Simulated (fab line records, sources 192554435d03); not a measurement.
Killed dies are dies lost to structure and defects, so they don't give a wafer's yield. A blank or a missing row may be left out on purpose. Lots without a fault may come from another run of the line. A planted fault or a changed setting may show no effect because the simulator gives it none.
Chamber matching | flow n5_finfet | N5_GATE_CUT_ETCH_37 on rie_diel-03: 4 sister chambers
The step etches SOC in N2/H2, target depth 60 nm, overetch 12 nm, time 90 s. 18 wafers are shown with their chamber, then 9 later ones without.

WAFERS WITH THEIR CHAMBER
wafer  | chamber | drypump_motor_current_A (A) | showerhead_plenum_p_Torr (Torr) | rf_vpp_V (V)
L077.1 | 2       | 6.2                         | 2.62                            | 525.8
L077.4 | 1       | 6.0                         | 2.55                            | 523.8
L077.6 | 0       | 4.9                         | 2.45                            | 520.0
L078.2 | 2       | 6.2                         | 2.62                            | 524.8
L078.4 | 3       | 6.3                         | 2.49                            | 523.1
L078.6 | 0       | 4.9                         | 2.45                            | 521.8
L080.1 | 3       | 6.3                         | 2.49                            | 523.7
L080.3 | 1       | 6.1                         | 2.54                            | 524.8
L080.5 | 3       | 6.3                         | 2.49                            | 521.8
L082.1 | 0       | 4.9                         | 2.45                            | 522.0
L082.4 | 3       | 6.3                         | 2.49                            | 522.2
L082.5 | 0       | 4.9                         | 2.45                            | 520.1
L087.2 | 0       | 4.9                         | 2.44                            | 520.7
L087.3 | 1       | 6.1                         | 2.54                            | 524.4
L087.6 | 1       | 6.1                         | 2.54                            | 523.3
L090.3 | 0       | 4.9                         | 2.44                            | 520.0
L090.4 | 3       | 6.3                         | 2.48                            | 523.1
L090.6 | 0       | 4.9                         | 2.44                            | 521.3

SIGNATURES (means of the wafers above)
reading                  | chamber 0 | chamber 1 | chamber 2 | chamber 3 | scatter within a chamber
drypump_motor_current_A  | 4.900     | 6.075     | 6.200     | 6.300     | 0.0231
showerhead_plenum_p_Torr | 2.4457    | 2.5425    | 2.6200    | 2.4880    | 0.00483
rf_vpp_V                 | 520.843   | 524.075   | 525.300   | 522.780   | 0.784
Rule: a wafer's distance from a chamber is the root of the sum, over the readings, of the square of ((its reading less the chamber's mean) divided by the reading's scatter). The wafer belongs to the nearest chamber; if the next one is less than 2 further off, it can't be placed. The scatter: the root of (the sum of the squares of (reading less its chamber's mean) over the shown wafers, divided by (wafers less chambers)).

WAFERS WITHOUT THEIR CHAMBER
wafer  | drypump_motor_current_A (A) | showerhead_plenum_p_Torr (Torr) | rf_vpp_V (V)
L091.2 | 6.3                         | 2.48                            | 522.8
L091.5 | 6.3                         | 2.48                            | 522.1
L091.6 | 4.9                         | 2.44                            | 521.9
L094.3 | 6.3                         | 2.48                            | 522.4
L094.5 | 6.1                         | 2.60                            | 525.9
L094.6 | 6.1                         | 2.53                            | 523.6
L097.3 | 6.3                         | 2.48                            | 521.9
L097.4 | 6.3                         | 2.48                            | 522.9
L097.5 | 4.9                         | 2.43                            | 520.7

WHICH CHAMBER EACH WENT THROUGH
wafer  | from the rows above | in truth
L091.2 | 3                   | 3
L091.5 | 3                   | 3
L091.6 | 0                   | 0
L094.3 | 3                   | 3
L094.5 | 2                   | 2
L094.6 | 1                   | 1
L097.3 | 3                   | 3
L097.4 | 3                   | 3
L097.5 | 0                   | 0
Placed correctly: 9 of 9. Can't be placed from these rows: 0. Placed wrongly: 0.
